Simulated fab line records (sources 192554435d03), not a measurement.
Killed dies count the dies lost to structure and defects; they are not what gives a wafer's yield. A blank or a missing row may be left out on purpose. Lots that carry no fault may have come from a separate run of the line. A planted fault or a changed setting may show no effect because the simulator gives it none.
Split-lot experiment / flow n5Finfet / on a route of 1938 steps: 7 lots, 21 wafers read

## THE SPLIT ITSELF
At N5_BEOL_M14_SPUTTER_43 (material TaN, target thk 15 nm, time 24.19 s), the setting timeS was moved away from the recipe's 24.19 s on 5 of the 21 wafers read, by +10.4% to +14.2%. All remaining wafers had this setting at the recipe value.

## FROM THE SPLIT TO THE READING: what the file shows between them, 4 steps
- N5_BEOL_M14_SPUTTER_44: material Ta, target thk 15 nm, time 24.19 s
- N5_BEOL_M14_SPUTTER_45: material Cu, target thk 100 nm, time 16.67 s
- N5_BEOL_M14_ECD_47: material Cu, target thk 1248 nm
- N5_BEOL_M14_ANNEAL_48: time 90 s

## THE READING
barrierFieldEndpointS, in s, at N5_BEOL_M14_CMP_49 (polishes, stops on SiO2, t overpolish 5.2 s, target thk 560 nm). Fault-free wafers of this fab line usually give 11.49 s, standard deviation 0.25 s.

wafer=L078.4; tool, chamber at the split=pvdSputter-02, -; timeS as run, s=24.19; against the recipe=recipe; barrierFieldEndpointS, s=11.85; against lot-mates on the recipe=-
wafer=L078.1; tool, chamber at the split=pvdSputter-02, -; timeS as run, s=24.19; against the recipe=recipe; barrierFieldEndpointS, s=11.89; against lot-mates on the recipe=-
wafer=L078.6; tool, chamber at the split=pvdSputter-02, -; timeS as run, s=24.19; against the recipe=recipe; barrierFieldEndpointS, s=11.83; against lot-mates on the recipe=-
wafer=L083.2; tool, chamber at the split=pvdSputter-03, -; timeS as run, s=24.19; against the recipe=recipe; barrierFieldEndpointS, s=11.37; against lot-mates on the recipe=-
wafer=L083.4; tool, chamber at the split=pvdSputter-03, -; timeS as run, s=24.19; against the recipe=recipe; barrierFieldEndpointS, s=11.33; against lot-mates on the recipe=-
wafer=L083.1; tool, chamber at the split=pvdSputter-03, -; timeS as run, s=24.19; against the recipe=recipe; barrierFieldEndpointS, s=11.58; against lot-mates on the recipe=-
wafer=L089.4; tool, chamber at the split=pvdSputter-02, -; timeS as run, s=27.63; against the recipe=+14.2%; barrierFieldEndpointS, s=12.54; against lot-mates on the recipe=+1.17
wafer=L089.3; tool, chamber at the split=pvdSputter-02, -; timeS as run, s=27.63; against the recipe=+14.2%; barrierFieldEndpointS, s=12.40; against lot-mates on the recipe=+1.03
wafer=L089.6; tool, chamber at the split=pvdSputter-02, -; timeS as run, s=24.19; against the recipe=recipe; barrierFieldEndpointS, s=11.37; against lot-mates on the recipe=-
wafer=L090.1; tool, chamber at the split=pvdSputter-01, -; timeS as run, s=24.19; against the recipe=recipe; barrierFieldEndpointS, s=11.36; against lot-mates on the recipe=-
wafer=L090.2; tool, chamber at the split=pvdSputter-01, -; timeS as run, s=24.19; against the recipe=recipe; barrierFieldEndpointS, s=11.40; against lot-mates on the recipe=-
wafer=L090.5; tool, chamber at the split=pvdSputter-01, -; timeS as run, s=24.19; against the recipe=recipe; barrierFieldEndpointS, s=11.66; against lot-mates on the recipe=-
wafer=L092.2; tool, chamber at the split=pvdSputter-03, -; timeS as run, s=24.19; against the recipe=recipe; barrierFieldEndpointS, s=11.29; against lot-mates on the recipe=-
wafer=L092.6; tool, chamber at the split=pvdSputter-03, -; timeS as run, s=26.71; against the recipe=+10.4%; barrierFieldEndpointS, s=11.69; against lot-mates on the recipe=+0.51
wafer=L092.5; tool, chamber at the split=pvdSputter-03, -; timeS as run, s=24.19; against the recipe=recipe; barrierFieldEndpointS, s=11.07; against lot-mates on the recipe=-
wafer=L096.4; tool, chamber at the split=pvdSputter-03, -; timeS as run, s=27.22; against the recipe=+12.5%; barrierFieldEndpointS, s=12.60; against lot-mates on the recipe=+1.08
wafer=L096.3; tool, chamber at the split=pvdSputter-03, -; timeS as run, s=24.19; against the recipe=recipe; barrierFieldEndpointS, s=11.52; against lot-mates on the recipe=-
wafer=L096.6; tool, chamber at the split=pvdSputter-03, -; timeS as run, s=27.22; against the recipe=+12.5%; barrierFieldEndpointS, s=12.62; against lot-mates on the recipe=+1.10
wafer=L097.4; tool, chamber at the split=pvdSputter-01, -; timeS as run, s=24.19; against the recipe=recipe; barrierFieldEndpointS, s=11.49; against lot-mates on the recipe=-
wafer=L097.3; tool, chamber at the split=pvdSputter-01, -; timeS as run, s=24.19; against the recipe=recipe; barrierFieldEndpointS, s=11.08; against lot-mates on the recipe=-
wafer=L097.2; tool, chamber at the split=pvdSputter-01, -; timeS as run, s=24.19; against the recipe=recipe; barrierFieldEndpointS, s=11.81; against lot-mates on the recipe=-

THE FIT
A straight line over all 21 wafers: barrierFieldEndpointS changes by +0.0703 s for each +1% of timeS; r = +0.83; the points scatter about the line by 0.27 s.
The same after taking each lot's own level away (the mean of its wafers on the recipe; 21 wafers): +0.0775 s for each +1%; r = +0.94; scatter 0.16 s.
According to that fit, moving timeS by its largest amount changes the reading by 1.1 s.
The lots' own levels span 11.180 to 11.857 s, that is 2.7 times the standard deviation above.
The two slopes agree, so the slope changes little with the lot-to-lot level.
Check: for one of the wafers moved furthest among these (+14.2%), held out of the fit, the line's prediction against its lot-mates is +1.08 s. It came out at +1.17 s against them.

## THESE WAFERS: OTHER SPLITS
Before the reading, these wafers also passed through other splits. Each is held against what the fit with the lots' levels taken away leaves over:
other split on the same wafers=N5_BEOL_M13_TRENCH_ETCH_34 timeS; wafers away from the commonest value=5; r with barrierFieldEndpointS (lot level and that fit taken away)=+0.07
other split on the same wafers=N5_BEOL_M14_TRENCH_ETCH_34 timeS; wafers away from the commonest value=8; r with barrierFieldEndpointS (lot level and that fit taken away)=-0.26

## THE WHOLE CHAIN: every reading that the file lists as answering this split, in the file's order
step=N5_BEOL_M14_SPUTTER_43; what it does=material TaN, target thk 15 nm, time 24.19 s; reading=TaN_of_BEOL_M14_SPUTTER_43.thkNm (the simulator's own value, which no gauge read); change (the file's fit)=+0.151 nm for each +1% of the setting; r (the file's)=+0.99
step=N5_BEOL_M14_CMP_49; what it does=polishes, stops on SiO2, t overpolish 5.2 s, target thk 560 nm; reading=barrierFieldEndpointS; change (the file's fit)=+0.0741 s for each +1% of the setting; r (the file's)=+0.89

## THE FILE'S OWN FIT
barrierFieldEndpointS changes by +0.0741 s for each +1% of timeS, r = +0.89.
